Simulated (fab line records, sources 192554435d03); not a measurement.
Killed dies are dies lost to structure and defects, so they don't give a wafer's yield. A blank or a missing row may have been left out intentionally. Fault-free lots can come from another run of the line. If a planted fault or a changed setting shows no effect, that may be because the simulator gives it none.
Matching of chambers	flow n5 finfet	4 sister chambers for N5_FIN_SAQP_ALD_61 on ald sin-04
The step deposits SiO2, target thk 4 nm, pulse time 1 s, purge time 2 s. 4 wafers are shown with their chamber, then 7 later ones without.

== EACH WAFER AND ITS CHAMBER ==
wafer	chamber	heater power w (W)
L530.4	2	440
L544.5	0	626
L546.3	3	408
L546.4	1	460

== WAFERS WITH NO CHAMBER GIVEN ==
wafer	heater power w (W)
L546.6	634
L547.2	450
L547.4	627
L547.6	454
L548.3	459
L548.5	425
L548.6	648

== CHAMBER TAKEN BY EACH ==
wafer	from the rows above	in truth
L546.6	0	0
L547.2	can't be placed: 1 or 2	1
L547.4	0	0
L547.6	can't be placed: 1 or 2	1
L548.3	can't be placed: 1 or 2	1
L548.5	can't be placed: 2 or 3 or 1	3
L548.6	0	0
Correctly placed: 3 of 7. Can't be placed from these rows: 4 (the true chamber is among the candidates in 4). 0 placed wrongly.
How it was worked out, from the rows above alone: a wafer's distance from a chamber is the root of the sum, over the readings, of the square of ((its reading less the chamber's mean) divided by the reading's scatter). If the next closest chamber is less than 2 further off than the closest, the wafer can't be placed; otherwise it belongs to the closest. For every chamber, the mean is computed from those of its wafers that are shown. The scatter (one wafer shown for each chamber): square how far every hidden wafer sits from the nearest shown wafer, average those squares and take the square root.
